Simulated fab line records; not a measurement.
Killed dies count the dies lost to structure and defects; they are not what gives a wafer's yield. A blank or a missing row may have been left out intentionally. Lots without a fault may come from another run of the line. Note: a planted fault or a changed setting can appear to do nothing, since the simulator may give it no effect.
fab line records	flow n5_finfet	part 1 of 2: steps 1 to 21 of 32
record lots=5	wafers=15	last_day=17
route steps=1938 shown BEOL_M3@938
lots untouched by any fault: they come from a run of this same line in which no faults occurred
start_h: start of the lot's first displayed wafer, in hours after the record's first day	wait_h: hours since the lot's step before	" the same as in the row above	L1.1+2: a single row standing in for several wafers	- no value, or no start was given	* or withheld: withheld	< > ~ a bound
route shown NAME@n: NAME is a module with steps in the file, n the number in the route of the first one	usual: the fault-free wafers' mean and standard deviation	same: alike in all rows	chamber/n: place in a boat	sites: readings site by site	_std_site: the values' standard deviation	_edge_site: inner sites' mean taken away from outer sites' mean	radius_mm: for every site, how far away it sits from the centre of the wafer	mask NAME#n: copy n	behind: the tool/chamber that last shaped the wafer	hold: what put the lot on hold/how long, in hours/how the hold closed	device: names the non-switching transistor (n, p or np)	end of line: the same wafers' tests at the end of the route	a step without rows: its recipe alone	killed: the dies lost at the first sort to structure and to defects; this is not the yield of the wafer	map: shows each die of a wafer: x if killed, . if not, _ if none is there
set.NAME: the setting as run; set.NAME@STEP: as run at that earlier step	model.NAME: the simulator's own value behind a step, which no gauge read
lots at some steps of the route; a table a step, a row a wafer
services: the hour from which a tool's chamber was out of use, counted from the record's first day as start_h (under 0 if before that day), plus the number of hours and why
## steps
# step N5_BEOL_M3_COAT_05
# recipe resist=CAR-EUV	spin_rpm=1500	resist_thk_nm=30
lot.wafer	tool	chamber	start_h	wait_h
L075.3+4+5	litho_track-02	0	-	-
L077.2+3+5	litho_track-05	0	-	-
L082.2+5+6	litho_track-05	0	-	-
L088.1+4+5	litho_track-05	0	-	-
L089.1+5+6	litho_track-05	0	-	-
# step N5_BEOL_M3_EBR_07
# recipe solvent=PGMEA	ebr_width_mm=1.5
# same ebr_width_mm=1.5
lot.wafer	tool	chamber	start_h	wait_h
L075.3+4+5	litho_track-02	0	-	-
L077.2+3+5	litho_track-05	0	-	-
L082.2+5+6	litho_track-05	0	-	-
L088.1+4+5	litho_track-05	0	-	-
L089.1+5+6	litho_track-05	0	-	-
# step N5_BEOL_M3_SOFTBAKE_06
# recipe temp_c=110	time_s=60	resist=CAR-EUV
lot.wafer	tool	chamber	start_h	wait_h
L075.3+4+5	litho_track-02	0	-	-
L077.2+3+5	litho_track-05	0	-	-
L082.2+5+6	litho_track-05	0	-	-
L088.1+4+5	litho_track-05	0	-	-
L089.1+5+6	litho_track-05	0	-	-
# step N5_BEOL_M3_EXPOSE_08
# recipe mask_id=M3	na=0.33	source_shape=dipole	sigma_inner=0.369	sigma_outer=0.767	polarization=unpolarized	dose_mj=33
# usual exposure_dose_mJ_cm2=32.90/0.037	stage_msd_nm=0.943/0.025
# same sigma_inner=0.369
lot.wafer	tool	chamber	start_h	wait_h	mask	exposure_dose_mJ_cm2	stage_msd_nm
L075.3	euv_scanner-02	0	166.47	-	M3#0	32.94	0.934
L075.4	"	0	"	"	M3#0	32.93	0.936
L075.5	"	0	"	"	M3#0	32.94	0.934
L077.2	euv_scanner-02	0	174.71	-	M3#0	32.89	0.936
L077.3	"	0	"	"	M3#0	32.92	0.934
L077.5	"	0	"	"	M3#0	32.85	0.935
L082.2	euv_scanner-02	0	199.90	-	M3#0	32.90	0.946
L082.5	"	0	"	"	M3#0	32.92	0.945
L082.6	"	0	"	"	M3#0	32.95	0.943
L088.1	euv_scanner-02	0	234.49	-	M3#0	32.88	0.954
L088.4	"	0	"	"	M3#0	32.88	0.954
L088.5	"	0	"	"	M3#0	32.88	0.954
L089.1	euv_scanner-02	0	254.05	-	M3#0	32.83	0.961
L089.5	"	0	"	"	M3#0	32.82	0.958
L089.6	"	0	"	"	M3#0	32.84	0.954
# step N5_BEOL_M3_PEB_09
# recipe peb_temp_c=100	peb_time_s=60	resist=CAR-EUV
# same peb_time_s=60
lot.wafer	tool	chamber	start_h	wait_h
L075.3+4+5	litho_track-04	0	166.52	0.0
L077.2+3+5	litho_track-05	0	174.76	0.0
L082.2+5+6	litho_track-02	0	199.95	0.0
L088.1+4+5	litho_track-02	0	234.55	0.1
L089.1+5+6	litho_track-04	0	254.11	0.1
# step N5_BEOL_M3_DEVELOP_10
# recipe develop_time_s=30	developer=TMAH	resist=CAR-EUV	rinse_liquid=surfactant_rinse	dry=air_spin	dev_temp_c=23
# usual developer_temp_C=23.01/0.099
lot.wafer	tool	chamber	start_h	wait_h	developer_temp_C
L075.3	litho_track-04	0	-	-	22.96
L075.4	"	0	"	"	23.01
L075.5	"	0	"	"	23.09
L077.2	litho_track-05	0	-	-	23.01
L077.3	"	0	"	"	23.02
L077.5	"	0	"	"	23.10
L082.2	litho_track-02	0	-	-	22.91
L082.5	"	0	"	"	22.97
L082.6	"	0	"	"	22.85
L088.1	litho_track-02	0	-	-	22.97
L088.4	"	0	"	"	23.11
L088.5	"	0	"	"	23.05
L089.1	litho_track-04	0	-	-	22.93
L089.5	"	0	"	"	22.80
L089.6	"	0	"	"	22.93
# step N5_BEOL_M3_CD_MEAS_11
# recipe target_cd_nm=17.05	landing_energy_ev=500	detector=se_inlens	polarity=opening
# usual cd_nm=17.10/0.26
lot.wafer	tool	chamber	start_h	wait_h	cd_nm
L075.3	cd_sem-02	0	166.59	-	16.52
L075.4	"	0	"	"	16.96
L075.5	"	0	"	"	16.91
L077.2	cd_sem-01	0	174.83	-	17.11
L077.3	"	0	"	"	17.14
L077.5	"	0	"	"	17.16
L082.2	cd_sem-01	0	200.02	-	17.20
L082.5	"	0	"	"	16.88
L082.6	"	0	"	"	16.92
L088.1	cd_sem-01	0	234.61	-	16.95
L088.4	"	0	"	"	17.09
L088.5	"	0	"	"	16.33
L089.1	cd_sem-03	0	254.17	-	16.89
L089.5	"	0	"	"	17.20
L089.6	"	0	"	"	17.01
# step N5_BEOL_M3_OVL_MEAS_12
# recipe points_per_wafer=522
# usual M3_OVL=-0.1/0.76
lot.wafer	tool	chamber	start_h	wait_h	M3_OVL[nm]
L075.3	overlay-02	0	166.63	0.0	-1.1
L075.4	"	0	"	"	-0.4
L075.5	"	0	"	"	-1.9
L077.2	overlay-01	0	174.87	0.0	0.0
L077.3	"	0	"	"	-0.4
L077.5	"	0	"	"	-0.2
L082.2	overlay-01	0	200.05	0.0	-0.6
L082.5	"	0	"	"	-0.2
L082.6	"	0	"	"	-1.3
L088.1	overlay-01	0	234.65	0.0	-0.2
L088.4	"	0	"	"	-0.1
L088.5	"	0	"	"	0.2
L089.1	overlay-02	0	254.20	0.0	0.9
L089.5	"	0	"	"	0.3
L089.6	"	0	"	"	-0.2
# step N5_BEOL_M3_INSPECT_13
# recipe mode=adi	inspect_instrument=brightfield
# usual raw_defect_count=408/92
lot.wafer	tool	chamber	start_h	wait_h	raw_defect_count
L075.3	defect_inspect-01	-	166.68	0.1	558
L075.4	"	-	"	"	508
L075.5	"	-	"	"	523
L077.2	defect_inspect-02	-	174.92	0.0	312
L077.3	"	-	"	"	353
L077.5	"	-	"	"	285
L082.2	defect_inspect-02	-	200.11	0.0	291
L082.5	"	-	"	"	325
L082.6	"	-	"	"	495
L088.1	defect_inspect-02	-	234.70	0.1	354
L088.4	"	-	"	"	536
L088.5	"	-	"	"	441
L089.1	defect_inspect-02	-	254.26	0.1	471
L089.5	"	-	"	"	449
L089.6	"	-	"	"	447
# step N5_BEOL_M3_DESCUM_16
# recipe chemistry=O2	time_s=7	source_power_w=50	bias_power_w=20	pressure_mtorr=20	rf_frequency_hz=2.712e+07	temp_c=40	resist=CAR-EUV	o2_flow_sccm=225
# usual drypump_motor_current_A=5.5/0.43	oes_product_au=0.80/0.088	rf_vpp_V=243.9/1.4	showerhead_plenum_p_Torr=2.13/0.074	throttle_valve_pct=20.32/0.21
lot.wafer	tool	chamber	start_h	wait_h	drypump_motor_current_A	oes_product_au	rf_hours_counter_h	rf_vpp_V	showerhead_plenum_p_Torr	throttle_valve_pct
L075.3	rie_diel-06	2	166.72	0.0	5.5	0.87	46	243.4	2.11	20.09
L075.4	"	1	"	"	5.6	0.87	40	244.6	2.20	20.03
L075.5	"	1	"	"	5.6	0.87	-	243.2	2.20	20.02
L077.2	rie_diel-05	1	174.96	0.0	5.5	0.75	147	245.3	2.19	20.48
L077.3	"	3	"	"	5.8	0.71	209	244.4	2.15	20.16
L077.5	"	3	"	"	5.8	0.72	-	244.3	2.15	20.14
L082.2	rie_diel-05	3	200.27	0.2	5.8	0.71	217	244.3	2.15	20.16
L082.5	"	1	"	"	5.5	0.75	-	242.8	2.19	20.52
L082.6	"	2	"	"	5.2	0.91	-	244.0	2.14	20.07
L088.1	rie_diel-05	1	234.83	0.1	5.5	0.74	164	245.2	2.18	20.51
L088.4	"	3	"	"	5.8	0.70	228	244.1	2.15	20.18
L088.5	"	2	"	"	5.2	0.90	-	243.6	2.14	20.09
L089.1	rie_diel-06	3	254.30	0.0	5.6	0.67	246	244.7	2.14	20.59
L089.5	"	1	"	"	5.6	0.83	-	246.1	2.19	20.06
L089.6	"	0	"	"	5.0	0.72	-	244.6	2.16	20.29
# step N5_BEOL_M3_ETCH_74
# recipe chemistry=N2/H2	target=underlayer	target_depth_a=65	mask_material=CAR-EUV	time_s=5.2	ion_energy_ev=200	pressure_mtorr=30	source_w=840	bias_w=150	n2_flow_sccm=200	h2_flow_sccm=200	ends=cleared
# usual drypump_motor_current_A=5.5/0.43	etch_rf_on_time_s=5.14/0.13	oes_product_au=0.68/0.075	rf_vpp_V=525.6/2.6	showerhead_plenum_p_Torr=2.60/0.086	throttle_valve_pct=17.79/0.24
lot.wafer	tool	chamber	start_h	wait_h	drypump_motor_current_A	etch_rf_on_time_s	oes_product_au	rf_hours_counter_h	rf_vpp_V	showerhead_plenum_p_Torr	throttle_valve_pct
L075.3	rie_diel-06	2	166.75	0.0	5.5	5.14	0.75	46	524.1	2.59	17.61
L075.4	"	1	"	"	5.6	5.18	0.74	40	527.2	2.70	17.60
L075.5	"	1	"	"	5.6	5.22	0.74	-	526.0	2.70	17.62
L077.2	rie_diel-05	1	174.99	0.0	5.5	5.12	0.65	147	525.1	2.64	17.69
L077.3	"	3	"	"	5.8	4.92	0.62	209	527.7	2.63	17.77
L077.5	"	3	"	"	5.8	4.95	0.62	-	523.4	2.63	17.77
L082.2	rie_diel-05	3	200.30	0.0	5.8	4.99	0.61	217	527.6	2.63	17.80
L082.5	"	1	"	"	5.5	5.15	0.63	-	527.1	2.63	17.70
L082.6	"	2	"	"	5.2	5.19	0.77	-	526.5	2.59	17.38
L088.1	rie_diel-05	1	234.87	0.0	5.5	5.07	0.63	164	528.5	2.63	17.73
L088.4	"	3	"	"	5.8	4.97	0.61	228	525.2	2.62	17.79
L088.5	"	2	"	"	5.2	5.17	0.76	-	525.1	2.58	17.41
L089.1	rie_diel-06	3	254.33	0.0	5.6	5.58	0.56	246	526.8	2.60	17.91
L089.5	"	1	"	"	5.6	5.22	0.71	-	526.0	2.69	17.65
L089.6	"	0	"	"	5.0	5.11	0.61	-	523.5	2.64	17.85
# step N5_BEOL_M3_ETCH_63
# recipe chemistry=CF4	target=SiARC	target_depth_a=156	mask_material=CAR-EUV	time_s=26	ion_energy_ev=80	pressure_mtorr=40	source_w=545	bias_w=36	Ar_flow_sccm=100	cf4_flow_sccm=100	ends=cleared
# usual cf4_flow_sccm=100.01/0.28	drypump_motor_current_A=5.5/0.43	etch_rf_on_time_s=25.8/0.63	oes_product_au=0.68/0.074	rf_vpp_V=184.6/1.2	showerhead_plenum_p_Torr=2.18/0.068	throttle_valve_pct=15.53/0.23
lot.wafer	tool	chamber	start_h	wait_h	cf4_flow_sccm	drypump_motor_current_A	etch_rf_on_time_s	oes_product_au	rf_hours_counter_h	rf_vpp_V	showerhead_plenum_p_Torr	throttle_valve_pct
L075.3	rie_diel-06	2	166.77	0.0	100.00	5.5	25.5	0.75	46	184.7	2.18	15.35
L075.4	"	1	"	"	99.64	5.6	25.8	0.74	40	186.2	2.27	15.38
L075.5	"	1	"	"	99.45	5.7	25.5	0.75	-	185.9	2.27	15.38
L077.2	rie_diel-05	1	175.01	0.0	100.15	5.5	25.8	0.63	147	186.1	2.21	15.57
L077.3	"	3	"	"	100.06	5.8	24.9	0.62	209	184.8	2.20	15.45
L077.5	"	3	"	"	99.91	5.8	25.2	0.61	-	185.8	2.20	15.46
L082.2	rie_diel-05	3	200.32	0.0	100.47	5.8	25.2	0.61	217	183.7	2.20	15.47
L082.5	"	1	"	"	99.82	5.5	26.3	0.63	-	184.1	2.21	15.59
L082.6	"	2	"	"	99.78	5.2	26.2	0.76	-	184.8	2.18	15.19
L088.1	rie_diel-05	1	234.88	0.0	99.65	5.5	25.8	0.62	164	185.3	2.21	15.60
L088.4	"	3	"	"	99.94	5.8	24.9	0.61	228	184.8	2.19	15.49
L088.5	"	2	"	"	100.29	5.2	25.9	0.75	-	185.2	2.18	15.21
L089.1	rie_diel-06	3	254.35	0.0	100.08	5.5	27.5	0.57	246	184.0	2.20	15.90
L089.5	"	1	"	"	100.44	5.6	25.7	0.71	-	185.7	2.26	15.42
L089.6	"	0	"	"	99.97	5.0	25.4	0.62	-	186.4	2.20	15.54
# step N5_BEOL_M3_ETCH_64
# recipe chemistry=N2/H2	target=SOC	target_depth_a=750	overetch_a=150	mask_material=SiARC	temp_c=40	time_s=112.5	ion_energy_ev=200	pressure_mtorr=30	source_w=840	bias_w=150	n2_flow_sccm=200	h2_flow_sccm=200
# usual drypump_motor_current_A=5.5/0.43	oes_product_au=0.63/0.065	rf_vpp_V=525.4/2.5	showerhead_plenum_p_Torr=2.60/0.086	throttle_valve_pct=17.75/0.24
lot.wafer	tool	chamber	start_h	wait_h	drypump_motor_current_A	oes_product_au	rf_hours_counter_h	rf_vpp_V	showerhead_plenum_p_Torr	throttle_valve_pct
L075.3	rie_diel-06	2	166.80	0.0	5.5	0.69	46	525.1	2.59	17.59
L075.4	"	1	"	"	5.6	0.68	40	527.9	2.70	17.57
L075.5	"	1	"	"	5.6	0.69	-	529.1	2.70	17.58
L077.2	rie_diel-05	1	175.03	0.0	5.5	0.59	147	527.4	2.64	17.66
L077.3	"	3	"	"	5.8	0.56	209	527.6	2.63	17.72
L077.5	"	3	"	"	5.8	0.56	-	525.8	2.63	17.73
L082.2	rie_diel-05	3	200.34	0.0	5.8	0.56	217	525.4	2.63	17.74
L082.5	"	1	"	"	5.5	0.58	-	527.1	2.63	17.68
L082.6	"	2	"	"	5.2	0.72	-	526.7	2.59	17.33
L088.1	rie_diel-05	1	234.91	0.0	5.5	0.57	164	527.4	2.63	17.70
L088.4	"	3	"	"	5.7	0.55	228	526.6	2.62	17.74
L088.5	"	2	"	"	5.2	0.70	-	525.4	2.58	17.36
L089.1	rie_diel-06	3	254.38	0.0	5.6	0.54	246	525.9	2.60	17.91
L089.5	"	1	"	"	5.6	0.66	-	527.9	2.69	17.63
L089.6	"	0	"	"	5.0	0.57	-	527.1	2.64	17.80
# step N5_BEOL_M3_STRIP_65
# recipe chemistry=N2/H2	temp_c=40	n2_flow_sccm=200	h2_flow_sccm=200	rf_frequency_hz=6e+07
lot.wafer	tool	chamber	start_h	wait_h
L075.3+4+5	rie_diel-06	2,1,1	166.90	0.1
L077.2+3+5	rie_diel-05	1,3,3	175.14	0.1
L082.2+5+6	rie_diel-05	3,1,2	200.45	0.1
L088.1+4+5	rie_diel-05	1,3,2	235.02	0.1
L089.1+5+6	rie_diel-06	3,1,0	254.48	0.1
# step N5_BEOL_M3_STRIP_75
# recipe chemistry=N2/H2	temp_c=40	n2_flow_sccm=200	h2_flow_sccm=200	rf_frequency_hz=6e+07
lot.wafer	tool	chamber	start_h	wait_h
L075.3+4+5	rie_diel-06	2,1,1	166.91	0.0
L077.2+3+5	rie_diel-05	1,3,3	175.15	0.0
L082.2+5+6	rie_diel-05	3,1,2	200.46	0.0
L088.1+4+5	rie_diel-05	1,3,2	235.03	0.0
L089.1+5+6	rie_diel-06	3,1,0	254.49	0.0
# step N5_BEOL_M3_STRIP_66
# recipe chemistry=CF4	resist=SiARC	power_w=300	bias_power_w=75	pressure_mtorr=50	cf4_flow_sccm=150	rf_frequency_hz=6e+07
# usual cf4_flow_sccm=150.1/0.45	drypump_motor_current_A=5.5/0.43	oes_product_au=0.78/0.08	rf_vpp_V=271.9/1.5	showerhead_plenum_p_Torr=1.83/0.062	throttle_valve_pct=13.51/0.23
lot.wafer	tool	chamber	start_h	wait_h	cf4_flow_sccm	drypump_motor_current_A	oes_product_au	rf_hours_counter_h	rf_vpp_V	showerhead_plenum_p_Torr	throttle_valve_pct
L075.3	rie_diel-06	2	166.92	0.0	150.1	5.5	0.86	46	271.1	1.83	13.31
L075.4	"	1	"	"	150.1	5.6	0.86	40	274.9	1.91	13.35
L075.5	"	1	"	"	150.2	5.6	0.85	-	273.1	1.91	13.35
L077.2	rie_diel-05	1	175.16	0.0	150.3	5.5	0.74	147	273.0	1.85	13.56
L077.3	"	3	"	"	150.4	5.8	0.70	209	272.1	1.86	13.53
L077.5	"	3	"	"	150.6	5.8	0.70	-	272.4	1.86	13.55
L082.2	rie_diel-05	3	200.47	0.0	149.6	5.8	0.70	217	272.1	1.86	13.54
L082.5	"	1	"	"	150.3	5.5	0.73	-	272.8	1.85	13.59
L082.6	"	2	"	"	150.4	5.2	0.89	-	271.8	1.81	13.09
L088.1	rie_diel-05	1	235.04	0.0	150.2	5.5	0.72	164	271.6	1.85	13.61
L088.4	"	3	"	"	150.5	5.7	0.68	228	270.1	1.85	13.58
L088.5	"	2	"	"	150.4	5.2	0.87	-	274.4	1.81	13.13
L089.1	rie_diel-06	3	254.50	0.0	150.3	5.5	0.69	246	273.3	1.84	13.87
L089.5	"	1	"	"	149.1	5.6	0.82	-	272.4	1.90	13.40
L089.6	"	0	"	"	149.6	5.0	0.71	-	270.6	1.84	13.57
# step N5_BEOL_M3_HM_OPEN_17
# recipe chemistry=Cl2/BCl3	target_depth_a=200	overetch_a=60	target=TiN	mask_material=SOC	ion_energy_ev=150	pressure_mtorr=10	icp_w=1000	bias_w=126	Cl2_flow_sccm=53.25	bcl3_flow_sccm=21.75	Ar_flow_sccm=25
# usual drypump_motor_current_A=5.7/0.43	oes_product_au=0.64/0.063	throttle_valve_pct=22.31/0.19
lot.wafer	tool	chamber	start_h	wait_h	drypump_motor_current_A	oes_product_au	rf_hours_counter_h	throttle_valve_pct
L075.3	rie_metal-02	0	167.00	0.1	5.0	0.68	-	22.24
L075.4	"	1	"	"	5.8	0.52	-	22.46
L075.5	"	1	"	"	5.8	0.52	-	22.44
L077.2	rie_metal-01	0	175.20	0.0	5.5	0.61	68	22.10
L077.3	"	0	"	"	5.5	0.61	-	22.08
L077.5	"	1	"	"	6.0	0.64	-	22.40
L082.2	rie_metal-01	1	200.51	0.0	6.0	0.63	61	22.43
L082.5	"	0	"	"	5.5	0.61	-	22.10
L082.6	"	1	"	"	6.0	0.62	-	22.42
L088.1	rie_metal-03	1	235.09	0.0	5.5	0.68	41	22.19
L088.4	"	1	"	"	5.5	0.67	-	22.22
L088.5	"	0	"	"	6.5	0.67	-	22.63
L089.1	rie_metal-03	0	254.54	0.0	6.4	0.66	40	22.67
L089.5	"	0	"	"	6.4	0.66	-	22.66
L089.6	"	1	"	"	5.5	0.67	-	22.21
# step N5_BEOL_M3_STRIP_19
# recipe chemistry=O2	power_w=400	temp_c=40	pressure_mtorr=30	rf_frequency_hz=6e+07	bias_power_w=0	overash_fraction=0.2	o2_flow_sccm=225
# usual drypump_motor_current_A=5.5/0.43	oes_product_au=0.79/0.084	rf_vpp_V=3.6/0.51	showerhead_plenum_p_Torr=2.13/0.071	throttle_valve_pct=16.58/0.22
lot.wafer	tool	chamber	start_h	wait_h	drypump_motor_current_A	oes_product_au	rf_hours_counter_h	rf_vpp_V	showerhead_plenum_p_Torr	throttle_valve_pct
L075.3	rie_diel-06	2	167.08	0.1	5.5	0.87	46	4.5	2.12	16.33
L075.4	"	1	"	"	5.6	0.87	40	3.8	2.20	16.29
L075.5	"	3	"	"	5.6	0.70	-	3.5	2.16	16.84
L077.2	rie_diel-05	2	175.31	0.1	5.2	0.94	24	4.6	2.15	16.30
L077.3	"	1	"	"	5.5	0.76	147	3.2	2.19	16.73
L077.5	"	2	"	"	5.2	0.93	-	3.9	2.15	16.30
L082.2	rie_diel-01	2	200.63	0.1	4.9	0.70	236	3.9	1.97	16.90
L082.5	"	3	"	"	5.1	0.93	-	3.9	2.24	16.55
L082.6	"	2	"	"	4.9	0.69	-	3.4	1.97	16.89
L088.1	rie_diel-01	2	235.20	0.1	4.8	0.68	246	3.8	1.96	16.92
L088.4	"	3	"	"	5.1	0.91	37	3.1	2.24	16.55
L088.5	"	1	"	"	6.1	0.72	-	3.7	2.09	16.92
L089.1	rie_diel-06	1	254.65	0.1	5.6	0.84	64	4.1	2.19	16.35
L089.5	"	1	"	"	5.6	0.83	-	3.4	2.19	16.32
L089.6	"	2	"	"	5.5	0.84	-	3.8	2.11	16.37
# step N5_BEOL_M3_CD_MEAS_18
# recipe pitch_nm=36	target_cd_nm=18
# usual cd_nm=18.1/0.31
lot.wafer	tool	chamber	start_h	wait_h	cd_nm
L075.3	cd_sem-01	-	167.15	0.1	17.6
L075.4	"	-	"	"	17.9
L075.5	"	-	"	"	18.0
L077.2	cd_sem-03	-	175.38	0.1	18.3
L077.3	"	-	"	"	18.7
L077.5	"	-	"	"	18.5
L082.2	cd_sem-03	-	200.70	0.1	18.6
L082.5	"	-	"	"	17.6
L082.6	"	-	"	"	18.3
L088.1	cd_sem-01	-	235.27	0.0	17.5
L088.4	"	-	"	"	18.5
L088.5	"	-	"	"	18.3
L089.1	cd_sem-01	-	254.72	0.0	17.9
L089.5	"	-	"	"	18.3
L089.6	"	-	"	"	17.9
# step N5_BEOL_M3_COAT_67
# recipe resist=SOC	temp_c=250	time_s=60	spin_rpm=1500	resist_thk_nm=60
lot.wafer	tool	chamber	start_h	wait_h
L075.3+4+5	litho_track-04	0	167.18	0.0
L077.2+3+5	litho_track-04	0	175.42	0.0
L082.2+5+6	litho_track-02	0	200.74	0.0
L088.1+4+5	litho_track-05	0	235.30	0.0
L089.1+5+6	litho_track-04	0	254.76	0.0
# step N5_BEOL_M3_COAT_68
# recipe resist=SiARC	temp_c=220	time_s=60	spin_rpm=1500	resist_thk_nm=12
lot.wafer	tool	chamber	start_h	wait_h
L075.3+4+5	litho_track-04	0	-	-
L077.2+3+5	litho_track-04	0	-	-
L082.2+5+6	litho_track-02	0	-	-
L088.1+4+5	litho_track-05	0	-	-
L089.1+5+6	litho_track-04	0	-	-
